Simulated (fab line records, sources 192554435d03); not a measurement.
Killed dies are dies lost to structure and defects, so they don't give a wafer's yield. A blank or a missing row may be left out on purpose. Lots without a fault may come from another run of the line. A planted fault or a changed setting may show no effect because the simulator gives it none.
A struck lot beside a sound one | flow n5_finfet | 38 steps out of a route of 1938
Sound: wafers L314.3, L314.5, L314.6. Struck: wafer L316.4. (L316.2, L316.6 of the same lot were not struck and are left out.) The cause comes at the end.
At each step with rows: each side's tool, then ch and its chambers, then its first start. Under that, the readings that differ: sound wafers | struck wafers | difference of the means | sigmas: that difference in standard deviations of wafers without a fault.
alike: readings whose means differ by less than 2 such deviations, and words and numbers that are the same on both sides. not compared: withheld readings, readings that some wafer has no value for, bounds like >300 that may hide the same value, and numbers for which the record gives no deviation and whose values overlap.
The two part at a step that has a row with sigmas, a row that says differs or no value, or rows on one side only. Numbers that don't overlap but have no deviation are shown without sigmas and don't part them. A reading that every wafer of one side lacks parts them only if that side has two wafers or more.

first, 11 steps without rows for these wafers: N5_BEOL_M0_SAQP_DESCUM_19 (chemistry O2, time 7.9 s); N5_BEOL_M0_SAQP_ETCH_83 (etches SiARC in CF4, target depth 39 nm, time 65 s); N5_BEOL_M0_SAQP_ETCH_84 (etches SOC in N2/H2, target depth 100 nm, overetch 20 nm, time 150 s); N5_BEOL_M0_SAQP_STRIP_80 (strips in N2/H2); N5_BEOL_M0_SAQP_HM_OPEN_112 (chemistry CHF3/O2, target SiO2, stops on a-Si, target depth 12 nm, time 13.5 s); N5_BEOL_M0_SAQP_STRIP_113 (strips in CHF3/O2); N5_BEOL_M0_SAQP_MANDREL_ETCH_20 (etches a-Si in HBr/Cl2, stops on SiNx, target depth 60 nm, bt time 10 s, time 30 s); N5_BEOL_M0_SAQP_STRIP_86 (strips in N2/H2); N5_BEOL_M0_SAQP_STRIP_115 (strips in post etch residue remover, time 60 s); N5_BEOL_M0_SAQP_SRD_93 (time 30 s); N5_BEOL_M0_SAQP_RECESS_114 (chemistry HF/NH3, target SiO2, target depth 14.4 nm, afs cycles 3, sublimation time 60 s).
N5_BEOL_M0_SAQP_SPACER1_ALD_98: deposits SiO2, target thk 12.8 nm, pulse time 1 s, purge time 2 s.
  sound on ald_sin-04 ch 1,2, day 7 13:10; struck on ald_sin-01 ch 1, day 8 02:57
  reading                                               | sound                | struck | difference | sigmas
  susceptor_temp_C (C)                                  | 299.87 299.79 299.87 | 282.44 | -17.40     | -92
  model.SiO2_of_BEOL_M0_SAQP_SPACER1_ALD_98.thk_nm (nm) | 12.8 12.8 12.8       | 13.6   | +0.8       |
  alike: heater_power_w, precursor_pulse_height_rel
  not compared: since_wet_clean_h
then, 1 step without rows for these wafers: N5_BEOL_M0_SAQP_SPACER1_ETCHBACK_99 (etches SiO2 in CHF3/O2, target depth 15.4 nm, time 7.7 s).
N5_BEOL_M0_SAQP_MANDREL1_REMOVE_100: chemistry HBr/Cl2/O2, target a-Si, stops on SiNx, bt time 10 s.
  sound on rie_si-03 ch 1,2,3, day 7 13:44; struck on rie_si-04 ch 0, day 8 03:31
  reading                                               | sound          | struck | difference | sigmas
  model.SiO2_of_BEOL_M0_SAQP_SPACER1_ALD_98.thk_nm (nm) | 7.4 7.4 7.4    | 8.2    | +0.8       |
  model.BEOL_M0_SAQP.cd_nm (nm)                         | 12.8 12.8 12.8 | 13.4   | +0.6       |
  alike: chamber_pressure_mTorr, drypump_motor_current_A, oes_product_au, throttle_valve_pct
  not compared: rf_hours_counter_h
then, 22 steps without rows for these wafers: N5_BEOL_M0_SAQP_ETCH_101 (etches SiNx in CH3F/O2, target depth 29.9 nm, time 42.7 s); N5_BEOL_M0_SAQP_ETCH_102 (etches SiO2 in CF4, target depth 4 nm, time 4.4 s); N5_BEOL_M0_SAQP_MANDREL_ETCH_103 (etches a-Si in HBr/Cl2, stops on SiCN, target depth 45 nm, bt time 10 s, time 27 s); N5_BEOL_M0_SAQP_RECESS_104 (chemistry HF/NH3, target SiO2, target depth 18 nm, afs cycles 3, sublimation time 60 s); N5_BEOL_M0_SAQP_COAT_105 (time 60 s, resist thk 100 nm); N5_BEOL_M0_SAQP_ETCH_106 (etches SOC in N2/H2, stops on SiNx, target depth 150 nm); N5_BEOL_M0_SAQP_ETCH_107 (etches SiNx in CH3F/O2, target depth 30 nm); N5_BEOL_M0_SAQP_STRIP_108 (strips in N2/H2); N5_BEOL_M0_SAQP_RECESS_109 (chemistry HF/NH3, target SiO2, target depth 3 nm, afs cycles 1, sublimation time 60 s); N5_BEOL_M0_SAQP_SPACER2_ALD_26 (deposits SiO2, target thk 15 nm, pulse time 1 s, purge time 2 s); N5_BEOL_M0_SAQP_SPACER2_ETCHBACK_27 (etches SiO2 in CHF3/O2, target depth 22.5 nm, time 11.25 s); N5_BEOL_M0_SAQP_MANDREL2_REMOVE_110 (chemistry HBr/Cl2/O2, target a-Si, stops on SiCN, bt time 10 s); N5_BEOL_M0_SAQP_COAT_69 (time 60 s, resist thk 90 nm); N5_BEOL_M0_SAQP_COAT_72 (time 60 s, resist thk 15 nm); N5_BEOL_M0_SAQP_COAT_87 (time 60 s, resist thk 5 nm); N5_BEOL_M0_SAQP_COAT_34 (resist thk 30 nm); N5_BEOL_M0_SAQP_EBR_36; N5_BEOL_M0_SAQP_SOFTBAKE_35 (time 60 s); N5_BEOL_M0_SAQP_EXPOSE_37 (exposes mask M0 CUT1, target cd 30 nm); N5_BEOL_M0_SAQP_PEB_38 (peb time 60 s); N5_BEOL_M0_SAQP_DEVELOP_39 (develop time 30 s); N5_BEOL_M0_SAQP_DESCUM_45 (chemistry O2, time 7 s).
-- the record jumps here: 2 days lie between the struck wafers' starts before and after (it left off in module BEOL_M0_SAQP and takes up again in module BEOL_M4, whose first step shown is number 1111 of the route) --
N5_BEOL_M4_RC_MEAS_101:
  sound on prober-02 ch 0, day 9 12:59; struck on prober-02 ch 0, day 10 11:23
  alike: DIBL_N, DIBL_P, IOFF_N, IOFF_P, ION_N, ION_P, SS_N, SS_P, VT_N, VT_P
-- the record jumps here: 4 days lie between the struck wafers' starts before and after (it left off in module BEOL_M4 and takes up again in module PASSIVATION, whose first step shown is number 1936 of the route) --
N5_PASSIVATION_PROBE_49:
  sound on prober-01, day 13 20:35; struck on prober-02, day 14 21:22
  reading                  | sound          | struck | difference | sigmas
  defect_limited_yield (%) | 89.6 92.1 90.8 | 85.7   | -5.1       | -3
  killed_at_M0_to_M3       | 39 28 40       | 95     | +59        | +5
  killed_dies              | 123 93 109     | 169    | +61        | +3
  killed_on_rim            | 17 7 12        | 28     | +16        | +4
  sort_bin_5_function (%)  | 5.8 5.4 5.5    | 10.3   | +4.7       | +5
  sort_n_pass              | 1057 1087 1071 | 1011   | -61        | -3
  sort_yield_pct (%)       | 89.6 92.1 90.8 | 85.7   | -5.1       | -3
  alike: killed_at_M4_up, killed_at_contacts, killed_at_front_end, killed_at_other, killed_open, killed_short, sort_bin_6_memory, sort_bin_8_speed

WHERE THEY PART
First at N5_BEOL_M0_SAQP_SPACER1_ALD_98; last, within this record, at N5_PASSIVATION_PROBE_49.

WHY: what the simulator had put in
Process parameter drift: ald_sin-01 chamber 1, from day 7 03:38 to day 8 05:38, at N5_BEOL_M0_SAQP_SPACER1_ALD_98. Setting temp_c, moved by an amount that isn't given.
